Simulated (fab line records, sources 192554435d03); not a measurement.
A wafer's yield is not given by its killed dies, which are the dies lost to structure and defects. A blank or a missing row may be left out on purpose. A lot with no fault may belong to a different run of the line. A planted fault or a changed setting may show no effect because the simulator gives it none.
Split-lot trial -- flow n5-finfet -- on a route of 1938 steps: 7 lots, 21 wafers read

== ON THE SPLIT ==
At N5_MOL_CONTACT_COAG_CVD_140 (deposits W, target thk 66.5 nm, time 215 s), the setting target-thk-a was moved away from the recipe's 665 angstrom on 4 of the 21 wafers read, by -10.0% to +13.3%. All remaining wafers had this setting at the recipe value.

The reading is taken at the split's own step.

== THE READING ==
W_of_MOL_CONTACT_COAG_CVD_140.thk-nm (the simulator's own value, which no gauge read), in nm, at N5_MOL_CONTACT_COAG_CVD_140 (deposits W, target thk 66.5 nm, time 215 s). No usual value for it is given in the file. Across the 17 wafers here that went through the recipe, the average is 66.2 nm and the standard deviation 0.67 nm.

wafer,"tool, chamber at the split","target-thk-a as run, angstrom",against the recipe,"W_of_MOL_CONTACT_COAG_CVD_140.thk-nm, nm",against lot-mates on the recipe
L074.1,"cvd-w-01, 0",753.3,+13.3%,76.2,+8.8
L074.5,"cvd-w-01, 0",753.3,+13.3%,76,+8.6
L074.6,"cvd-w-01, 0",665,recipe,67.4,-
L076.4,"cvd-w-02, 1",665,recipe,66,-
L076.5,"cvd-w-02, 0",598.8,-10.0%,59,-6.7
L076.6,"cvd-w-02, 1",665,recipe,65.4,-
L081.3,"cvd-w-02, 0",665,recipe,66,-
L081.5,"cvd-w-02, 0",665,recipe,65.2,-
L081.6,"cvd-w-02, 1",665,recipe,65.6,-
L086.1,"cvd-w-01, 1",665,recipe,66.6,-
L086.3,"cvd-w-01, 0",613.1,-7.8%,60.6,-6.3
L086.6,"cvd-w-01, 1",665,recipe,67.2,-
L089.1,"cvd-w-02, 0",665,recipe,65.8,-
L089.2,"cvd-w-02, 1,0",665,recipe,65.4,-
L089.4,"cvd-w-02, 1,0",665,recipe,65.4,-
L090.1,"cvd-w-01, 1",665,recipe,66,-
L090.3,"cvd-w-01, 1",665,recipe,66.6,-
L090.5,"cvd-w-01, 1",665,recipe,66.4,-
L091.2,"cvd-w-02, 0",665,recipe,67,-
L091.4,"cvd-w-02, 1,0",665,recipe,66.8,-
L091.5,"cvd-w-02, 1,0",665,recipe,66.8,-
The file does not say which wafer passed through which chamber wherever a row lists several chambers: such a row stands for several wafers.

FIT RESULTS
A straight line over all 21 wafers: W_of_MOL_CONTACT_COAG_CVD_140.thk-nm changes by +0.737 nm for each +1% of target-thk-a; r = +0.99; the points scatter about the line by 0.64 nm.
The same after taking each lot's own level away (the mean of its wafers on the recipe; 21 wafers): +0.678 nm for each +1%; r = +1.00; scatter 0.33 nm.
That fit puts the effect of the largest move of target-thk-a on the reading at 9 nm.
Measured against the standard deviation above, the lots' own levels, which go from 65.53 to 67.40 nm, span 2.8 times it.
The two slopes are in agreement: the lot-to-lot level therefore moves the slope only a little.
Check: +9 nm against its lot-mates is what the line predicts for one of the wafers moved furthest among these (+13.3%) when that wafer is left out of the fit. Against them it came out at +8.8 nm.

== THE FILE'S OWN FIT ==
W_of_MOL_CONTACT_COAG_CVD_140.thk-nm changes by +0.688 nm for each +1% of target-thk-a, r = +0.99.
